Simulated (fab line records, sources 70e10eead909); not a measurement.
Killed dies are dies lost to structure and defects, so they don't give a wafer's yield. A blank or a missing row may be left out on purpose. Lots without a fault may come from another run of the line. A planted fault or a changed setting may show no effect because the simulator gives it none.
Problem report in the 8D (eight disciplines) form, filled by code | flow nand_harc | the parts of the form that need people (team, actions taken, sign-off) are left out

1. THE PROBLEM
thk_nm at NHARC_A_ONON_D1_THK_MEAS_30 reads a mean of 1945 nm on 3 wafers of 2 lots; wafers without a fault read 1001 nm with a standard deviation of 10. That is +94 standard deviations from the usual mean.
The step: measures by ellipsometry.
First seen on wafer L168.2, day 16 00:40, on film_metro-02. The record holds 38 wafers of 13 lots with a number at this step. Rule for "out", or "out of limits": more than 4 standard deviations from the usual mean. The other wafers with a number count as sound.

2. WHAT IT IS AND WHAT IT IS NOT
question                    | is                           | is not
which readings at this step | thk_nm                       | -
which lots                  | L168, L170                   | L149, L150, L151, L154, L155, L156, L158, L159, L160, L161, L162
which wafers of those lots  | L168.2, L168.5, L170.5       | L168.1, L170.4
read on which gauges        | film_metro-01, film_metro-02 | -
when                        | from day 16 00:40            | up to then (34 sound wafers); but 1 sound wafer of L170 came after

3. SUSPECTS, AND WHAT RULES EACH OUT
Counting: a tool at a process step up to the reading stays a suspect if it ran every lot that is out. Sound lots after the first of them don't rule it out here, since some wafers of a struck lot are sound.
- the gauge at NHARC_A_ONON_D1_THK_MEAS_30: ruled out. The wafers that are out were read on 2 gauges (film_metro-01, film_metro-02).
- pecvd_onon-04 at NHARC_A_ONON_D1_DEP_28 (target thk 1000 nm): kept. It ran every lot that is out, first L168 (day 16 00:09); its last sound lot up to then is L161 (day 13 04:30).
Left after counting: pecvd_onon-04 at NHARC_A_ONON_D1_DEP_28.

4. THE CAUSE (what the simulator had put in)
Process parameter drift: pecvd_onon-04, from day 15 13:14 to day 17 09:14, at NHARC_A_ONON_D1_DEP_28. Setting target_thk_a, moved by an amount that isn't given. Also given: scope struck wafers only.
Counting left only this tool.

5. THE CHAIN OF EFFECTS, in route order
Each row: a reading whose mean over the struck wafers that have a number lies more than 3 standard deviations from the usual. Only readings for which the record gives a usual standard deviation are gone through. hours: the time from each lot's start at the first step in this table that gives one to its start at this step, as a median over the lots. sigmas: the change in usual standard deviations.
hours | step                        | reading         | usual   | on struck wafers | change | sigmas
0     | NHARC_A_ONON_D1_THK_MEAS_30 | thk_nm          | 1001 nm | 1945             | +944   | +94
402   | NHARC_END_SORT_01           | killed_at_array | 59      | 672              | +613   | +32
402   | NHARC_END_SORT_01           | killed_dies     | 64      | 677              | +613   | +32

6. WHAT WOULD HAVE CAUGHT IT SOONER
In this record the first reading out of limits at a measuring or inspecting step was taken at day 16 00:40, 11 hours after the fault began at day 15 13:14.
Of the lots that are out (2), L170 began NHARC_A_ONON_D1_DEP_28 on pecvd_onon-04 after day 16 00:40. A hold on the tool at that time would have spared it.
